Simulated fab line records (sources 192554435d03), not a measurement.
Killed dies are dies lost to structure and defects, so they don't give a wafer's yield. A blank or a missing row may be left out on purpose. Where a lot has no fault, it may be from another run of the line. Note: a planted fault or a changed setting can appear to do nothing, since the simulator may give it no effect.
Chamber matching || flow n5Finfet || N5_BEOL_M10_STRIP_19 on rieDiel-01 has 4 sister chambers
The step strips in O2. 27 wafers are shown with their chamber, then 12 later ones without.

## WAFERS, EACH WITH ITS CHAMBER
{"wafer": "L074.2", "chamber": 2, "drypumpMotorCurrentA (A)": 6.7, "showerheadPlenumPTorr (Torr)": 2.10, "throttleValvePct (%)": 16.75}
{"wafer": "L074.5", "chamber": 1, "drypumpMotorCurrentA (A)": 5.3, "showerheadPlenumPTorr (Torr)": 2.07, "throttleValvePct (%)": 16.92}
{"wafer": "L074.6", "chamber": 2, "drypumpMotorCurrentA (A)": 6.7, "showerheadPlenumPTorr (Torr)": 2.10, "throttleValvePct (%)": 16.75}
{"wafer": "L077.1", "chamber": 0, "drypumpMotorCurrentA (A)": 6.2, "showerheadPlenumPTorr (Torr)": 2.23, "throttleValvePct (%)": 16.20}
{"wafer": "L077.3", "chamber": 2, "drypumpMotorCurrentA (A)": 6.7, "showerheadPlenumPTorr (Torr)": 2.10, "throttleValvePct (%)": 16.76}
{"wafer": "L077.6", "chamber": 0, "drypumpMotorCurrentA (A)": 6.2, "showerheadPlenumPTorr (Torr)": 2.23, "throttleValvePct (%)": 16.19}
{"wafer": "L078.1", "chamber": 0, "drypumpMotorCurrentA (A)": 6.2, "showerheadPlenumPTorr (Torr)": 2.22, "throttleValvePct (%)": 16.19}
{"wafer": "L078.2", "chamber": 2, "drypumpMotorCurrentA (A)": 6.7, "showerheadPlenumPTorr (Torr)": 2.10, "throttleValvePct (%)": 16.79}
{"wafer": "L078.6", "chamber": 1, "drypumpMotorCurrentA (A)": 5.3, "showerheadPlenumPTorr (Torr)": 2.07, "throttleValvePct (%)": 16.96}
{"wafer": "L081.1", "chamber": 2, "drypumpMotorCurrentA (A)": 6.7, "showerheadPlenumPTorr (Torr)": 2.10, "throttleValvePct (%)": 16.78}
{"wafer": "L081.2", "chamber": 3, "drypumpMotorCurrentA (A)": 5.9, "showerheadPlenumPTorr (Torr)": 2.13, "throttleValvePct (%)": 16.29}
{"wafer": "L081.5", "chamber": 3, "drypumpMotorCurrentA (A)": 5.9, "showerheadPlenumPTorr (Torr)": 2.13, "throttleValvePct (%)": 16.27}
{"wafer": "L084.1", "chamber": 1, "drypumpMotorCurrentA (A)": 5.3, "showerheadPlenumPTorr (Torr)": 2.06, "throttleValvePct (%)": 16.97}
{"wafer": "L084.3", "chamber": 0, "drypumpMotorCurrentA (A)": 6.2, "showerheadPlenumPTorr (Torr)": 2.22, "throttleValvePct (%)": 16.20}
{"wafer": "L084.5", "chamber": 3, "drypumpMotorCurrentA (A)": 5.9, "showerheadPlenumPTorr (Torr)": 2.13, "throttleValvePct (%)": 16.31}
{"wafer": "L082.2", "chamber": 1, "drypumpMotorCurrentA (A)": 5.3, "showerheadPlenumPTorr (Torr)": 2.06, "throttleValvePct (%)": 16.95}
{"wafer": "L082.5", "chamber": 1, "drypumpMotorCurrentA (A)": 5.3, "showerheadPlenumPTorr (Torr)": 2.06, "throttleValvePct (%)": 16.97}
{"wafer": "L082.6", "chamber": 0, "drypumpMotorCurrentA (A)": 6.2, "showerheadPlenumPTorr (Torr)": 2.22, "throttleValvePct (%)": 16.22}
{"wafer": "L083.1", "chamber": 1, "drypumpMotorCurrentA (A)": 5.2, "showerheadPlenumPTorr (Torr)": 2.06, "throttleValvePct (%)": 16.98}
{"wafer": "L083.2", "chamber": 0, "drypumpMotorCurrentA (A)": 6.2, "showerheadPlenumPTorr (Torr)": 2.22, "throttleValvePct (%)": 16.25}
{"wafer": "L083.3", "chamber": 2, "drypumpMotorCurrentA (A)": 6.7, "showerheadPlenumPTorr (Torr)": 2.10, "throttleValvePct (%)": 16.77}
{"wafer": "L083.4", "chamber": 3, "drypumpMotorCurrentA (A)": 5.9, "showerheadPlenumPTorr (Torr)": 2.13, "throttleValvePct (%)": 16.31}
{"wafer": "L083.5", "chamber": 2, "drypumpMotorCurrentA (A)": 6.7, "showerheadPlenumPTorr (Torr)": 2.10, "throttleValvePct (%)": 16.78}
{"wafer": "L083.6", "chamber": 3, "drypumpMotorCurrentA (A)": 5.9, "showerheadPlenumPTorr (Torr)": 2.13, "throttleValvePct (%)": 16.31}
{"wafer": "L087.2", "chamber": 0, "drypumpMotorCurrentA (A)": 6.2, "showerheadPlenumPTorr (Torr)": 2.22, "throttleValvePct (%)": 16.25}
{"wafer": "L087.4", "chamber": 2, "drypumpMotorCurrentA (A)": 6.7, "showerheadPlenumPTorr (Torr)": 2.09, "throttleValvePct (%)": 16.80}
{"wafer": "L087.5", "chamber": 1, "drypumpMotorCurrentA (A)": 5.2, "showerheadPlenumPTorr (Torr)": 2.06, "throttleValvePct (%)": 16.98}

SIGNATURES, as means of the wafers listed above
{"reading": "drypumpMotorCurrentA", "chamber 0": 6.200, "chamber 1": 5.271, "chamber 2": 6.700, "chamber 3": 5.900, "scatter within a chamber": 0.0249}
{"reading": "showerheadPlenumPTorr", "chamber 0": 2.2229, "chamber 1": 2.0629, "chamber 2": 2.0987, "chamber 3": 2.1300, "scatter within a chamber": 0.00403}
{"reading": "throttleValvePct", "chamber 0": 16.2143, "chamber 1": 16.9614, "chamber 2": 16.7725, "chamber 3": 16.2980, "scatter within a chamber": 0.0214}
Rule: a wafer's distance from a chamber is the root of the sum, over the readings, of the square of ((its reading less the chamber's mean) divided by the reading's scatter). The wafer belongs to the nearest chamber; if the next one is less than 2 further off, it can't be placed. How the scatter is found: for the shown wafers, subtract from each reading the mean of its chamber, square and add these, divide the total by (wafers less chambers), then take the root.

## WAFERS MISSING THEIR CHAMBER
{"wafer": "L092.2", "drypumpMotorCurrentA (A)": 6.2, "showerheadPlenumPTorr (Torr)": 2.21, "throttleValvePct (%)": 16.24}
{"wafer": "L092.4", "drypumpMotorCurrentA (A)": 5.9, "showerheadPlenumPTorr (Torr)": 2.12, "throttleValvePct (%)": 16.33}
{"wafer": "L092.5", "drypumpMotorCurrentA (A)": 6.7, "showerheadPlenumPTorr (Torr)": 2.09, "throttleValvePct (%)": 16.82}
{"wafer": "L095.4", "drypumpMotorCurrentA (A)": 6.2, "showerheadPlenumPTorr (Torr)": 2.21, "throttleValvePct (%)": 16.27}
{"wafer": "L095.5", "drypumpMotorCurrentA (A)": 5.9, "showerheadPlenumPTorr (Torr)": 2.12, "throttleValvePct (%)": 16.32}
{"wafer": "L095.6", "drypumpMotorCurrentA (A)": 6.2, "showerheadPlenumPTorr (Torr)": 2.21, "throttleValvePct (%)": 16.26}
{"wafer": "L094.3", "drypumpMotorCurrentA (A)": 6.0, "showerheadPlenumPTorr (Torr)": 2.12, "throttleValvePct (%)": 16.34}
{"wafer": "L094.4", "drypumpMotorCurrentA (A)": 6.7, "showerheadPlenumPTorr (Torr)": 2.09, "throttleValvePct (%)": 16.84}
{"wafer": "L094.6", "drypumpMotorCurrentA (A)": 5.3, "showerheadPlenumPTorr (Torr)": 2.06, "throttleValvePct (%)": 17.00}
{"wafer": "L093.2", "drypumpMotorCurrentA (A)": 5.9, "showerheadPlenumPTorr (Torr)": 2.12, "throttleValvePct (%)": 16.33}
{"wafer": "L093.3", "drypumpMotorCurrentA (A)": 6.7, "showerheadPlenumPTorr (Torr)": 2.09, "throttleValvePct (%)": 16.83}
{"wafer": "L093.4", "drypumpMotorCurrentA (A)": 5.3, "showerheadPlenumPTorr (Torr)": 2.06, "throttleValvePct (%)": 16.99}

## CHAMBER TAKEN BY EACH
{"wafer": "L092.2", "from the rows above": 0, "in truth": 0}
{"wafer": "L092.4", "from the rows above": 3, "in truth": 3}
{"wafer": "L092.5", "from the rows above": 2, "in truth": 2}
{"wafer": "L095.4", "from the rows above": 0, "in truth": 0}
{"wafer": "L095.5", "from the rows above": 3, "in truth": 3}
{"wafer": "L095.6", "from the rows above": 0, "in truth": 0}
{"wafer": "L094.3", "from the rows above": 3, "in truth": 3}
{"wafer": "L094.4", "from the rows above": 2, "in truth": 2}
{"wafer": "L094.6", "from the rows above": 1, "in truth": 1}
{"wafer": "L093.2", "from the rows above": 3, "in truth": 3}
{"wafer": "L093.3", "from the rows above": 2, "in truth": 2}
{"wafer": "L093.4", "from the rows above": 1, "in truth": 1}
12 of 12 placed correctly. From these rows, 0 cannot be placed. Placed wrongly: 0.
